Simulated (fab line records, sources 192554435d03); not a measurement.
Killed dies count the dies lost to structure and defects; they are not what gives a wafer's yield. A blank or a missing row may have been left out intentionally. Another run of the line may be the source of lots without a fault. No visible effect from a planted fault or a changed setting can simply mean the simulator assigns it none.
3 desks looking at one fault | flow n5_finfet | each desk has only its own numbers; what lay behind them comes last

== DESK OF THE TOOL OWNER: pvd_sputter-03 ==
The tool's own readings at N5_BEOL_M7_SPUTTER_48 (material Cu, target thk 10 nm, time 1.667 s): means of the sampled wafers that have a number, for each lot that ran on this tool. If a lot's mean is further than 4 standard deviations from the usual mean, the lot is out of limits and carries the mark OUT (the distance appears in the brackets).
Columns: A = bias_v at N5_BEOL_M7_SPUTTER_48, usual 60.0 V; B = cathode_dc_power_W at N5_BEOL_M7_SPUTTER_48, usual 26000 W; C = throttle_valve_pct at N5_BEOL_M7_SPUTTER_48, usual 30.4 %
lot  | first seen here | A    | B     | C
L695 | day 12 09:27    | 60.5 | 25999 | 30.0
L705 | day 15 09:01    | 60.4 | 26001 | 30.3
Result from this desk: across the 2 lots, nothing is out of limits.

== METROLOGY DESK ==
Means of the sampled wafers that have a number, per lot and without regard to the tool the lot ran on: this is what the gauges read. If a lot's mean is further than 4 standard deviations from the usual mean, the lot is out of limits and carries the mark OUT (the distance appears in the brackets). Only the readings that lie furthest out on some lot appear, 7 of the 10 it has.
Columns: A = DIBL_N at N5_BEOL_M4_RC_MEAS_101, usual 36.5 mV/V; B = DIBL_P at N5_BEOL_M4_RC_MEAS_101, usual 36.5 mV/V; C = IOFF_P at N5_BEOL_M4_RC_MEAS_101, usual 0.219 nA/um; D = ION_N at N5_BEOL_M4_RC_MEAS_101, usual 675 uA/um; E = SS_N at N5_BEOL_M4_RC_MEAS_101, usual 71.5 mV/dec; F = SS_P at N5_BEOL_M4_RC_MEAS_101, usual 73.4 mV/dec; G = VT_P at N5_BEOL_M4_RC_MEAS_101, usual -250 mV
lot  | first seen here | A    | B    | C     | D   | E    | F    | G
L688 | day 9 16:14     | 34.3 | 34.3 | 0.179 | 676 | 71.6 | 72.8 | -251
L686 | day 9 19:38     | 37.6 | 38.2 | 0.226 | 687 | 72.2 | 73.4 | -250
L693 | day 10 15:59    | 36.6 | 37.5 | 0.260 | 675 | 71.1 | 72.7 | -246
L695 | day 11 06:36    | 35.6 | 36.9 | 0.262 | 672 | 72.3 | 73.4 | -245
L701 | day 12 21:46    | 37.7 | 37.8 | 0.232 | 686 | 71.6 | 73.5 | -250
L702 | day 13 02:41    | 38.4 | 37.8 | 0.244 | 677 | 71.4 | 74.2 | -247
L703 | day 13 10:22    | 35.5 | 36.7 | 0.191 | 675 | 71.4 | 73.3 | -254
L704 | day 13 22:22    | 34.7 | 36.4 | 0.210 | 677 | 71.5 | 73.1 | -249
L705 | day 14 04:43    | 36.2 | 35.4 | 0.219 | 664 | 72.1 | 73.3 | -250
Result from this desk: across the 9 lots, nothing is out of limits.

== THE DEFECT DESK ==
For each lot, the counts of the inspections along the route, averaged over the sampled wafers that have a number. If a lot's mean is further than 4 standard deviations from the usual mean, the lot is out of limits and carries the mark OUT (the distance appears in the brackets).
Columns: A = raw_defect_count at N5_BEOL_M7_INSPECT_58, usual 72
lot  | first seen here | A
L688 | day 10 22:47    | 51
L686 | day 10 23:02    | 93
L693 | day 11 22:18    | 60
L695 | day 12 10:32    | 72
L701 | day 14 04:55    | 87
L702 | day 14 12:20    | 58
L703 | day 14 21:46    | 73
L704 | day 15 02:41    | 99
L705 | day 15 10:15    | 65
Result from this desk: across the 9 lots, nothing is out of limits.

== BROUGHT TOGETHER ==
Nothing out of limits was seen by the tool owner's desk.
The metrology desk saw nothing out of limits.
Nothing the defect desk looked at was out of limits.

== WHAT THE SIMULATOR HAD INSERTED ==
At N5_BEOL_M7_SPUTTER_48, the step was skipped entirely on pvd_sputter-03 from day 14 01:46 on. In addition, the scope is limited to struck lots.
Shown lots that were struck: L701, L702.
